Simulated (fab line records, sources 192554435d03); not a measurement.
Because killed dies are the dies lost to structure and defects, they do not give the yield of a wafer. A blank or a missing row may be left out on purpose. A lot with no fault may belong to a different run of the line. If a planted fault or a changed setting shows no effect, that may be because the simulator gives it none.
A single fault, viewed from 2 desks | flow n5-finfet | each desk holds nothing but its own numbers, with what lay behind them at the end

## FOR THE TOOL OWNER'S DESK: ald-sin-03
The tool's own readings at N5_SPACER0_ALD_07 (deposits SiNx, target thk 2 nm): means of the sampled wafers that have a number, for each lot that ran on this tool. If a lot's mean is further than 4 standard deviations from the usual mean, the lot is out of limits and carries the mark OUT (the distance appears in the brackets).
Columns: A = heater-power-outer-w at N5_SPACER0_ALD_07, usual 530 W; B = heater-power-w at N5_SPACER0_ALD_07, usual 857 W
lot  | first seen here | A   | B
L298 | day 2 23:27     | 480 | 736
L300 | day 3 20:53     | 507 | 873
L303 | day 4 07:53     | 467 | 757
L309 | day 5 19:22     | 489 | 837
L312 | day 6 12:44     | 468 | 764
Result from this desk: across the 5 lots, nothing is out of limits.

## METROLOGY DESK
Means of the sampled wafers that have a number, per lot and without regard to the tool the lot ran on: this is what the gauges read. If a lot's mean is further than 4 standard deviations from the usual mean, the lot is out of limits and carries the mark OUT (the distance appears in the brackets). Of its 10 readings 7 are shown: those that lie furthest out on some lot.
Columns: A = DIBL_N at N5_BEOL_M4_RC_MEAS_101, usual 35.7 mV/V; B = DIBL_P at N5_BEOL_M4_RC_MEAS_101, usual 35.7 mV/V; C = ION_P at N5_BEOL_M4_RC_MEAS_101, usual 462 uA/um; D = SS_N at N5_BEOL_M4_RC_MEAS_101, usual 71.3 mV/dec; E = SS_P at N5_BEOL_M4_RC_MEAS_101, usual 73.1 mV/dec; F = VT_N at N5_BEOL_M4_RC_MEAS_101, usual 250 mV; G = VT_P at N5_BEOL_M4_RC_MEAS_101, usual -251 mV
lot  | first seen here | A    | B    | C   | D    | E    | F   | G
L298 | day 8 07:52     | 36.4 | 35.8 | 460 | 71.5 | 73.0 | 251 | -251
L299 | day 8 17:17     | 37.1 | 37.3 | 469 | 71.6 | 73.4 | 246 | -248
L300 | day 9 02:08     | 34.6 | 34.8 | 465 | 71.2 | 72.6 | 248 | -249
L301 | day 9 03:11     | 35.4 | 33.9 | 466 | 71.4 | 73.6 | 252 | -251
L303 | day 9 06:25     | 32.8 | 32.7 | 455 | 71.0 | 72.3 | 251 | -253
L302 | day 9 07:03     | 36.2 | 34.0 | 464 | 72.1 | 72.8 | 249 | -252
L304 | day 10 00:43    | 36.3 | 37.5 | 471 | 71.3 | 73.1 | 246 | -248
L307 | day 10 08:38    | 36.1 | 34.7 | 453 | 71.1 | 73.2 | 252 | -256
L309 | day 10 18:20    | 35.1 | 33.9 | 458 | 71.1 | 73.4 | 248 | -252
L312 | day 12 04:06    | 35.5 | 35.8 | 462 | 70.6 | 73.4 | 250 | -251
L318 | day 13 17:22    | 35.0 | 35.5 | 457 | 71.1 | 72.8 | 251 | -254
L319 | day 14 00:05    | 34.9 | 34.5 | 461 | 71.0 | 72.8 | 251 | -251
L321 | day 14 08:04    | 36.5 | 38.2 | 463 | 72.1 | 73.1 | 247 | -251
Result from this desk: across the 13 lots, nothing is out of limits.

## BROUGHT TOGETHER
The desk of the tool owner found nothing out of limits.
Nothing out of limits was seen by the metrology desk.

## WHAT HAD BEEN PUT IN BY THE SIMULATOR
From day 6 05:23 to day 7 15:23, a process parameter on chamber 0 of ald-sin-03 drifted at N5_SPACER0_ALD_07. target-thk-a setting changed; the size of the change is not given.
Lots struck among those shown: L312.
